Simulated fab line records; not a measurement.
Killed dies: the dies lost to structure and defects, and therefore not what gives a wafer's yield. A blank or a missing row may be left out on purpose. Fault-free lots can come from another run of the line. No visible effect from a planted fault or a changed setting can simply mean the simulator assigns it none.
The tool behind it: which one? / flow n5Finfet / Sampling: 9 lots, 27 wafers, 5 of 1938 route steps

WHAT EACH GAUGE READ, for each wafer
The record holds no reading of a measuring or inspecting step that can be judged against a usual standard deviation.

EACH LOT AND THE TOOL THAT RAN IT (in order: tool; ch and the chambers of the sampled wafers; start)
lot=L799; N5_BEOL_M7_ETCH_61=rieDiel-03 ch 1,2, day 11 06:32; N5_BEOL_M7_ETCH_72=rieDiel-03 ch 0,1,3, day 11 08:56; N5_BEOL_M7_ETCH_41=rieDiel-03 ch 0,1,3, day 11 09:12; N5_BEOL_M7_CURE_75=uvCure-02 ch 0, day 11 09:32; N5_PASSIVATION_PROBE_49=-
lot=L802; N5_BEOL_M7_ETCH_61=rieDiel-03 ch 0,1, day 11 12:40; N5_BEOL_M7_ETCH_72=rieDiel-06 ch 1,3, day 11 14:50; N5_BEOL_M7_ETCH_41=rieDiel-06 ch 1,3, day 11 15:06; N5_BEOL_M7_CURE_75=uvCure-03 ch 2, day 11 15:26; N5_PASSIVATION_PROBE_49=-
lot=L803; N5_BEOL_M7_ETCH_61=rieDiel-03 ch 1,3, day 11 16:17; N5_BEOL_M7_ETCH_72=rieDiel-06 ch 0,1,3, day 11 17:17; N5_BEOL_M7_ETCH_41=rieDiel-06 ch 0,1,3, day 11 17:33; N5_BEOL_M7_CURE_75=uvCure-03 ch 1, day 11 18:05; N5_PASSIVATION_PROBE_49=-
lot=L804; N5_BEOL_M7_ETCH_61=rieDiel-03 ch 2,3, day 12 09:52; N5_BEOL_M7_ETCH_72=rieDiel-06 ch 0,3, day 12 11:23; N5_BEOL_M7_ETCH_41=rieDiel-06 ch 0,3, day 12 11:40; N5_BEOL_M7_CURE_75=uvCure-02 ch 1, day 12 12:05; N5_PASSIVATION_PROBE_49=-
lot=L805; N5_BEOL_M7_ETCH_61=rieDiel-05 ch 1,2,3, day 12 12:06; N5_BEOL_M7_ETCH_72=rieDiel-06 ch 1,2, day 12 13:02; N5_BEOL_M7_ETCH_41=rieDiel-06 ch 1,2, day 12 13:18; N5_BEOL_M7_CURE_75=uvCure-02 ch 0, day 12 13:40; N5_PASSIVATION_PROBE_49=-
lot=L813; N5_BEOL_M7_ETCH_61=rieDiel-05 ch 0,3, day 14 07:58; N5_BEOL_M7_ETCH_72=rieDiel-03 ch 0,2, day 14 08:52; N5_BEOL_M7_ETCH_41=rieDiel-03 ch 0,2, day 14 09:08; N5_BEOL_M7_CURE_75=uvCure-01 ch 0, day 14 09:30; N5_PASSIVATION_PROBE_49=-
lot=L812; N5_BEOL_M7_ETCH_61=rieDiel-03 ch 0,1,2, day 14 19:11; N5_BEOL_M7_ETCH_72=rieDiel-05 ch 0,3, day 14 20:19; N5_BEOL_M7_ETCH_41=rieDiel-05 ch 0,3, day 14 20:35; N5_BEOL_M7_CURE_75=uvCure-02 ch 1, day 14 20:54; N5_PASSIVATION_PROBE_49=prober-02, day 18 01:40
lot=L814; N5_BEOL_M7_ETCH_61=rieDiel-05 ch 1,2,3, day 14 20:52; N5_BEOL_M7_ETCH_72=rieDiel-03 ch 0,1,2, day 14 22:39; N5_BEOL_M7_ETCH_41=rieDiel-03 ch 0,1,2, day 14 22:55; N5_BEOL_M7_CURE_75=uvCure-03 ch 2, day 14 23:14; N5_PASSIVATION_PROBE_49=-
lot=L815; N5_BEOL_M7_ETCH_61=rieDiel-05 ch 1,2,3, day 15 02:55; N5_BEOL_M7_ETCH_72=rieDiel-05 ch 0,1,2, day 15 04:36; N5_BEOL_M7_ETCH_41=rieDiel-05 ch 0,1,2, day 15 04:52; N5_BEOL_M7_CURE_75=uvCure-02 ch 2, day 15 05:23; N5_PASSIVATION_PROBE_49=-
- N5_BEOL_M7_ETCH_61: etches SiARC in CF4, target depth 45.5 nm, time 75.8 s.
- N5_BEOL_M7_ETCH_72: etches underlayer in N2/H2, target depth 6.5 nm, time 5.2 s.
- N5_BEOL_M7_ETCH_41: etches SiCN in CH3F/O2, target depth 31.9 nm, time 57.8 s.
- N5_BEOL_M7_CURE_75: cures SiCOH lowk, time 120 s.
- N5_PASSIVATION_PROBE_49

AS READ BY THE TOOLS THEMSELVES (means over the sampled wafers that have a number; for cases with no such wafer, the mark the record gives instead)
N5_BEOL_M7_ETCH_61. Usual: biasW 36.00 W (standard deviation 0.1); drypumpMotorCurrentA 5.38 A (standard deviation 0.26); etchRfOnTimeS 75.3 s (standard deviation 1.6); oesProductAu 0.70 a.u. (standard deviation 0.087); rfVppV 184.4 V (standard deviation 0.96); showerheadPlenumPTorr 2.16 Torr (standard deviation 0.056); throttleValvePct 15.50 % (standard deviation 0.2).
lot=L799; tool=rieDiel-03; biasW (W)=36.00; drypumpMotorCurrentA (A)=5.27; etchRfOnTimeS (s)=76.8; oesProductAu (a.u.)=0.64; rfVppV (V)=184.7; showerheadPlenumPTorr (Torr)=2.22; throttleValvePct (%)=15.69; flag=
lot=L802; tool=rieDiel-03; biasW (W)=35.87; drypumpMotorCurrentA (A)=5.71; etchRfOnTimeS (s)=77.3; oesProductAu (a.u.)=0.62; rfVppV (V)=184.9; showerheadPlenumPTorr (Torr)=2.16; throttleValvePct (%)=15.50; flag=
lot=L803; tool=rieDiel-03; biasW (W)=35.95; drypumpMotorCurrentA (A)=5.19; etchRfOnTimeS (s)=74.8; oesProductAu (a.u.)=0.77; rfVppV (V)=185.4; showerheadPlenumPTorr (Torr)=2.22; throttleValvePct (%)=15.51; flag=
lot=L804; tool=rieDiel-03; biasW (W)=35.99; drypumpMotorCurrentA (A)=5.21; etchRfOnTimeS (s)=75.7; oesProductAu (a.u.)=0.82; rfVppV (V)=184.9; showerheadPlenumPTorr (Torr)=2.14; throttleValvePct (%)=15.38; flag=
lot=L805; tool=rieDiel-05; biasW (W)=36.02; drypumpMotorCurrentA (A)=5.48; etchRfOnTimeS (s)=75.8; oesProductAu (a.u.)=0.70; rfVppV (V)=184.9; showerheadPlenumPTorr (Torr)=2.13; throttleValvePct (%)=15.38; flag=
lot=L813; tool=rieDiel-05; biasW (W)=36.02; drypumpMotorCurrentA (A)=5.22; etchRfOnTimeS (s)=76.0; oesProductAu (a.u.)=0.65; rfVppV (V)=183.9; showerheadPlenumPTorr (Torr)=2.13; throttleValvePct (%)=15.67; flag=
lot=L812; tool=rieDiel-03; biasW (W)=36.01; drypumpMotorCurrentA (A)=5.49; etchRfOnTimeS (s)=77.1; oesProductAu (a.u.)=0.66; rfVppV (V)=183.9; showerheadPlenumPTorr (Torr)=2.15; throttleValvePct (%)=15.51; flag=
lot=L814; tool=rieDiel-05; biasW (W)=36.05; drypumpMotorCurrentA (A)=5.49; etchRfOnTimeS (s)=74.2; oesProductAu (a.u.)=0.69; rfVppV (V)=182.9; showerheadPlenumPTorr (Torr)=2.12; throttleValvePct (%)=15.42; flag=
lot=L815; tool=rieDiel-05; biasW (W)=35.89; drypumpMotorCurrentA (A)=5.48; etchRfOnTimeS (s)=73.9; oesProductAu (a.u.)=0.69; rfVppV (V)=183.9; showerheadPlenumPTorr (Torr)=2.12; throttleValvePct (%)=15.42; flag=

N5_BEOL_M7_ETCH_72. Usual: biasW 150.0 W (standard deviation 0.48); drypumpMotorCurrentA 5.41 A (standard deviation 0.29); etchRfOnTimeS 5.19 s (standard deviation 0.11); oesProductAu 0.68 a.u. (standard deviation 0.087); rfVppV 524.3 V (standard deviation 2.2); showerheadPlenumPTorr 2.56 Torr (standard deviation 0.065); throttleValvePct 17.83 % (standard deviation 0.26).
lot=L799; tool=rieDiel-03; biasW (W)=150.0; drypumpMotorCurrentA (A)=5.46; etchRfOnTimeS (s)=5.24; oesProductAu (a.u.)=0.70; rfVppV (V)=527.4; showerheadPlenumPTorr (Torr)=2.60; throttleValvePct (%)=17.69; flag=
lot=L802; tool=rieDiel-06; biasW (W)=150.4; drypumpMotorCurrentA (A)=5.43; etchRfOnTimeS (s)=5.12; oesProductAu (a.u.)=0.72; rfVppV (V)=525.5; showerheadPlenumPTorr (Torr)=2.58; throttleValvePct (%)=17.76; flag=
lot=L803; tool=rieDiel-06; biasW (W)=149.5; drypumpMotorCurrentA (A)=5.29; etchRfOnTimeS (s)=5.17; oesProductAu (a.u.)=0.66; rfVppV (V)=524.6; showerheadPlenumPTorr (Torr)=2.60; throttleValvePct (%)=17.88; flag=
lot=L804; tool=rieDiel-06; biasW (W)=149.9; drypumpMotorCurrentA (A)=5.25; etchRfOnTimeS (s)=5.18; oesProductAu (a.u.)=0.60; rfVppV (V)=524.5; showerheadPlenumPTorr (Torr)=2.57; throttleValvePct (%)=18.07; flag=
lot=L805; tool=rieDiel-06; biasW (W)=149.9; drypumpMotorCurrentA (A)=5.57; etchRfOnTimeS (s)=5.14; oesProductAu (a.u.)=0.72; rfVppV (V)=524.5; showerheadPlenumPTorr (Torr)=2.58; throttleValvePct (%)=17.89; flag=
lot=L813; tool=rieDiel-03; biasW (W)=150.3; drypumpMotorCurrentA (A)=5.48; etchRfOnTimeS (s)=5.28; oesProductAu (a.u.)=0.70; rfVppV (V)=521.8; showerheadPlenumPTorr (Torr)=2.49; throttleValvePct (%)=17.71; flag=
lot=L812; tool=rieDiel-05; biasW (W)=150.0; drypumpMotorCurrentA (A)=5.23; etchRfOnTimeS (s)=5.17; oesProductAu (a.u.)=0.66; rfVppV (V)=522.8; showerheadPlenumPTorr (Torr)=2.54; throttleValvePct (%)=18.02; flag=
lot=L814; tool=rieDiel-03; biasW (W)=150.1; drypumpMotorCurrentA (A)=5.49; etchRfOnTimeS (s)=5.23; oesProductAu (a.u.)=0.67; rfVppV (V)=524.3; showerheadPlenumPTorr (Torr)=2.55; throttleValvePct (%)=17.69; flag=
lot=L815; tool=rieDiel-05; biasW (W)=150.1; drypumpMotorCurrentA (A)=5.39; etchRfOnTimeS (s)=5.11; oesProductAu (a.u.)=0.74; rfVppV (V)=524.2; showerheadPlenumPTorr (Torr)=2.56; throttleValvePct (%)=17.71; flag=

N5_BEOL_M7_ETCH_41. Usual: biasW 75.02 W, standard deviation 0.22; drypumpMotorCurrentA 5.40 A, standard deviation 0.29; oesProductAu 0.80 a.u., standard deviation 0.1; rfVppV 297.6 V, standard deviation 1.2; showerheadPlenumPTorr 2.02 Torr, standard deviation 0.054; throttleValvePct 16.26 %, standard deviation 0.2.
lot=L799; tool=rieDiel-03; biasW (W)=75.05; drypumpMotorCurrentA (A)=5.44; oesProductAu (a.u.)=0.82; rfVppV (V)=297.7; showerheadPlenumPTorr (Torr)=2.05; throttleValvePct (%)=16.22; flag=
lot=L802; tool=rieDiel-06; biasW (W)=74.83; drypumpMotorCurrentA (A)=5.39; oesProductAu (a.u.)=0.84; rfVppV (V)=297.4; showerheadPlenumPTorr (Torr)=2.03; throttleValvePct (%)=16.27; flag=
lot=L803; tool=rieDiel-06; biasW (W)=74.99; drypumpMotorCurrentA (A)=5.26; oesProductAu (a.u.)=0.77; rfVppV (V)=298.1; showerheadPlenumPTorr (Torr)=2.04; throttleValvePct (%)=16.33; flag=
lot=L804; tool=rieDiel-06; biasW (W)=78.34; drypumpMotorCurrentA (A)=5.22; oesProductAu (a.u.)=0.71; rfVppV (V)=306.1; showerheadPlenumPTorr (Torr)=2.02; throttleValvePct (%)=16.47; flag=OFF
lot=L805; tool=rieDiel-06; biasW (W)=78.49; drypumpMotorCurrentA (A)=5.58; oesProductAu (a.u.)=0.85; rfVppV (V)=306.2; showerheadPlenumPTorr (Torr)=2.02; throttleValvePct (%)=16.32; flag=OFF
lot=L813; tool=rieDiel-03; biasW (W)=75.06; drypumpMotorCurrentA (A)=5.45; oesProductAu (a.u.)=0.84; rfVppV (V)=296.6; showerheadPlenumPTorr (Torr)=1.96; throttleValvePct (%)=16.12; flag=
lot=L812; tool=rieDiel-05; biasW (W)=74.93; drypumpMotorCurrentA (A)=5.22; oesProductAu (a.u.)=0.77; rfVppV (V)=296.8; showerheadPlenumPTorr (Torr)=2.00; throttleValvePct (%)=16.38; flag=
lot=L814; tool=rieDiel-03; biasW (W)=75.22; drypumpMotorCurrentA (A)=5.48; oesProductAu (a.u.)=0.78; rfVppV (V)=297.5; showerheadPlenumPTorr (Torr)=2.02; throttleValvePct (%)=16.23; flag=
lot=L815; tool=rieDiel-05; biasW (W)=75.17; drypumpMotorCurrentA (A)=5.38; oesProductAu (a.u.)=0.88; rfVppV (V)=297.2; showerheadPlenumPTorr (Torr)=2.00; throttleValvePct (%)=16.11; flag=

N5_BEOL_M7_CURE_75. Usual: lampPowerPct 52.32 %, standard deviation 0.055; wafer_temp_C_max 371.7, standard deviation 0.54.
lot=L799; tool=uvCure-02; lampPowerPct (%)=52.30; wafer_temp_C_max=371.2; flag=
lot=L802; tool=uvCure-03; lampPowerPct (%)=52.39; wafer_temp_C_max=371.5; flag=
lot=L803; tool=uvCure-03; lampPowerPct (%)=52.34; wafer_temp_C_max=371.1; flag=
lot=L804; tool=uvCure-02; lampPowerPct (%)=52.30; wafer_temp_C_max=371.9; flag=
lot=L805; tool=uvCure-02; lampPowerPct (%)=52.38; wafer_temp_C_max=371.3; flag=
lot=L813; tool=uvCure-01; lampPowerPct (%)=52.33; wafer_temp_C_max=371.8; flag=
lot=L812; tool=uvCure-02; lampPowerPct (%)=52.27; wafer_temp_C_max=372.5; flag=
lot=L814; tool=uvCure-03; lampPowerPct (%)=52.34; wafer_temp_C_max=371.9; flag=
lot=L815; tool=uvCure-02; lampPowerPct (%)=52.34; wafer_temp_C_max=371.4; flag=

N5_PASSIVATION_PROBE_49. Usual: defectLimitedYield 91.3 %, standard deviation 1.4; killed_at_M0_to_M3 36, standard deviation 11; killed_at_M4_up 13, standard deviation 5.2; killedAtContacts 13, standard deviation 6.5; killedAtFrontEnd 37, standard deviation 11; killedAtOther 3.6, standard deviation 2.9; killedDies 103, standard deviation 17; killedOpen 68, standard deviation 12; killedShort 33, standard deviation 7.3; sort_bin_4_leakage 0.01 %, standard deviation 0.039; sort_bin_5_function 5.2 %, standard deviation 0.91; sort_bin_6_memory 3.2 %, standard deviation 0.67; sort_bin_8_speed 0.00 %, standard deviation 0.0099; sortNPass 1077, standard deviation 17; sortYieldPct 91.3 %, standard deviation 1.4.
lot=L812; tool=prober-02; defectLimitedYield (%)=90.4; killed_at_M0_to_M3=46; killed_at_M4_up=16; killedAtContacts=16; killedAtFrontEnd=32; killedAtOther=3.0; killedDies=114; killedOpen=75; killedShort=35; sort_bin_4_leakage (%)=0.00; sort_bin_5_function (%)=6.0; sort_bin_6_memory (%)=3.2; sort_bin_8_speed (%)=0.00; sortNPass=1066; sortYieldPct (%)=90.4; flag=

THE ANSWER, worked out from the rows above alone
Rule: a lot is off if the mean of its wafers that have a number lies more than 3 standard deviations from the usual mean. A lot without any number at a reading at which 4 lots or more have one is off too. All remaining lots with rows at the step are treated as sound. After the gauges, taken in route order, come the tools' own readings; for these a lot's mean is taken, as printed above. The first step at which some lot is off is used, and at that step the reading that is off furthest; a lot without a number counts as furthest.
Off: L804, L805 (N5_BEOL_M7_ETCH_41, biasW).
A tool fits if, at that step or a process step before it, it ran every lot that is off, and no sound lot after the first of them. One fits: rieDiel-06 at N5_BEOL_M7_ETCH_72 and N5_BEOL_M7_ETCH_41. At N5_BEOL_M7_ETCH_72 its last sound lot is L803 (day 11 17:17), its first lot that is off L804 (day 12 11:23): a fault that began between those two fits.

WHAT THE SIMULATOR HAD PUT IN
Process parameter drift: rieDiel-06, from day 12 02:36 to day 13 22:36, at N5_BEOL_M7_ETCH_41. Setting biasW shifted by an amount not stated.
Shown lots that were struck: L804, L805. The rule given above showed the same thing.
